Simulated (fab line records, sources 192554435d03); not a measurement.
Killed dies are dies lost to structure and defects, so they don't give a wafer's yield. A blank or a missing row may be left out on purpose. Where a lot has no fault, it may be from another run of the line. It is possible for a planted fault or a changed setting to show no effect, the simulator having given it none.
Chamber matching ; flow n5Finfet ; N5_BEOL_M7_DESCUM_16 on rieDiel-03: 4 sister chambers
The step chemistry O2, time 7.9 s. 4 wafers are shown with their chamber, then 12 later ones without.

EACH WAFER AND ITS CHAMBER
wafer;chamber;drypumpMotorCurrentA (A)
L085.6;1;5.2
L088.1;2;5.4
L088.2;0;5.6
L088.4;3;6.2

WAFERS WITHOUT THEIR CHAMBER
wafer;drypumpMotorCurrentA (A)
L089.1;5.6
L089.4;5.3
L089.6;5.3
L090.1;5.4
L090.3;6.2
L090.6;5.6
L093.1;5.2
L093.2;6.2
L093.4;5.4
L095.2;5.4
L095.4;6.2
L095.6;5.4

EACH ONE'S CHAMBER
wafer;from the rows above;in truth
L089.1;0;0
L089.4;can't be placed: 1 or 2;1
L089.6;can't be placed: 1 or 2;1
L090.1;2;2
L090.3;3;3
L090.6;0;0
L093.1;1;1
L093.2;3;3
L093.4;2;2
L095.2;2;2
L095.4;3;3
L095.6;2;2
Placed correctly: 10 of 12. Not placeable from these rows: 2 (in 2, the candidates include the true chamber). Wrongly placed: 0.
How it was worked out, from the rows above alone: a wafer's distance from a chamber is the root of the sum, over the readings, of the square of ((its reading less the chamber's mean) divided by the reading's scatter). The wafer belongs to the nearest chamber; if the next one is less than 2 further off, it can't be placed. A chamber's mean is the mean of its shown wafers. The scatter: with one shown wafer a chamber, the root of the mean of the squares of how far each hidden wafer lies from its nearest shown one.
